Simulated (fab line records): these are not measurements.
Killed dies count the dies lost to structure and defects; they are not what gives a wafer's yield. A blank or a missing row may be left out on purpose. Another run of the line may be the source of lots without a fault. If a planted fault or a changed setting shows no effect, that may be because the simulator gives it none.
Chamber matching + flow n5_finfet + 4 sister chambers for N5_BEOL_M0_SAQP_DESCUM_19 on rie_diel-01
The step chemistry O2, time 7.9 s. 26 wafers are shown with their chamber, then 12 later ones without.

WAFERS PAIRED WITH THEIR CHAMBERS
| wafer  | chamber | showerhead_plenum_p_Torr (Torr) | drypump_motor_current_A (A) | throttle_valve_pct (%) |
|--------|---------|---------------------------------|-----------------------------|------------------------|
| L074.1 | 1       | 2.07                            | 5.4                         | 19.99                  |
| L074.4 | 1       | 2.07                            | 5.4                         | 19.98                  |
| L074.6 | 3       | 2.13                            | 6.1                         | 20.28                  |
| L076.1 | 1       | 2.07                            | 5.4                         | 20.00                  |
| L076.3 | 2       | 2.07                            | 5.3                         | 20.24                  |
| L076.6 | 1       | 2.06                            | 5.4                         | 19.98                  |
| L077.2 | 2       | 2.07                            | 5.2                         | 20.24                  |
| L077.4 | 3       | 2.13                            | 6.0                         | 20.28                  |
| L077.6 | 0       | 2.04                            | 5.5                         | 20.05                  |
| L081.1 | 1       | 2.06                            | 5.4                         | 20.00                  |
| L081.2 | 0       | 2.04                            | 5.5                         | 20.07                  |
| L081.4 | 3       | 2.13                            | 6.1                         | 20.30                  |
| L082.2 | 1       | 2.06                            | 5.4                         | 20.03                  |
| L082.3 | 2       | 2.07                            | 5.3                         | 20.26                  |
| L082.4 | 3       | 2.13                            | 6.0                         | 20.28                  |
| L083.1 | 3       | 2.13                            | 6.0                         | 20.29                  |
| L083.5 | 0       | 2.04                            | 5.5                         | 20.08                  |
| L083.6 | 1       | 2.06                            | 5.4                         | 20.00                  |
| L084.3 | 3       | 2.13                            | 6.0                         | 20.29                  |
| L084.4 | 1       | 2.06                            | 5.4                         | 20.03                  |
| L084.6 | 0       | 2.04                            | 5.5                         | 20.08                  |
| L087.2 | 0       | 2.04                            | 5.5                         | 20.10                  |
| L087.5 | 0       | 2.04                            | 5.5                         | 20.11                  |
| L087.6 | 1       | 2.06                            | 5.4                         | 20.03                  |
| L089.1 | 2       | 2.06                            | 5.3                         | 20.29                  |
| L089.6 | 2       | 2.06                            | 5.3                         | 20.29                  |

SIGNATURES (averages over the wafers above)
| reading                  | chamber 0 | chamber 1 | chamber 2 | chamber 3 | scatter within a chamber |
|--------------------------|-----------|-----------|-----------|-----------|--------------------------|
| showerhead_plenum_p_Torr | 2.0400    | 2.0633    | 2.0660    | 2.1300    | 0.00381                  |
| drypump_motor_current_A  | 5.500     | 5.400     | 5.280     | 6.033     | 0.0311                   |
| throttle_valve_pct       | 20.0817   | 20.0044   | 20.2640   | 20.2867   | 0.0197                   |
Rule: distance of a wafer from a chamber = root of the sum over the readings of ((wafer's reading minus chamber's mean) / reading's scatter) squared. The wafer belongs to the nearest chamber; if the next one is less than 2 further off, it can't be placed. How the scatter is found: for the shown wafers, subtract from each reading the mean of its chamber, square and add these, divide the total by (wafers less chambers), then take the root.

WAFERS WITHOUT THEIR CHAMBER
| wafer  | showerhead_plenum_p_Torr (Torr) | drypump_motor_current_A (A) | throttle_valve_pct (%) |
|--------|---------------------------------|-----------------------------|------------------------|
| L091.2 | 2.12                            | 6.0                         | 20.34                  |
| L091.3 | 2.05                            | 5.4                         | 20.03                  |
| L091.5 | 2.03                            | 5.5                         | 20.11                  |
| L092.1 | 2.03                            | 5.5                         | 20.12                  |
| L092.2 | 2.12                            | 6.0                         | 20.34                  |
| L092.5 | 2.03                            | 5.5                         | 20.12                  |
| L093.3 | 2.06                            | 5.3                         | 20.30                  |
| L093.5 | 2.06                            | 5.3                         | 20.30                  |
| L093.6 | 2.12                            | 6.1                         | 20.33                  |
| L095.2 | 2.06                            | 5.2                         | 20.30                  |
| L095.5 | 2.03                            | 5.5                         | 20.12                  |
| L095.6 | 2.12                            | 6.1                         | 20.35                  |

WHICH CHAMBER EACH ONE RAN IN
| wafer  | from the rows above     | in truth |
|--------|-------------------------|----------|
| L091.2 | 3                       | 3        |
| L091.3 | can't be placed: 1 or 0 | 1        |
| L091.5 | 0                       | 0        |
| L092.1 | 0                       | 0        |
| L092.2 | 3                       | 3        |
| L092.5 | 0                       | 0        |
| L093.3 | 2                       | 2        |
| L093.5 | 2                       | 2        |
| L093.6 | 3                       | 3        |
| L095.2 | 2                       | 2        |
| L095.5 | 0                       | 0        |
| L095.6 | 3                       | 3        |
Correctly placed: 11 of 12. These rows do not allow placing 1 (true chamber among the candidates in 1). Number placed wrongly: 0.
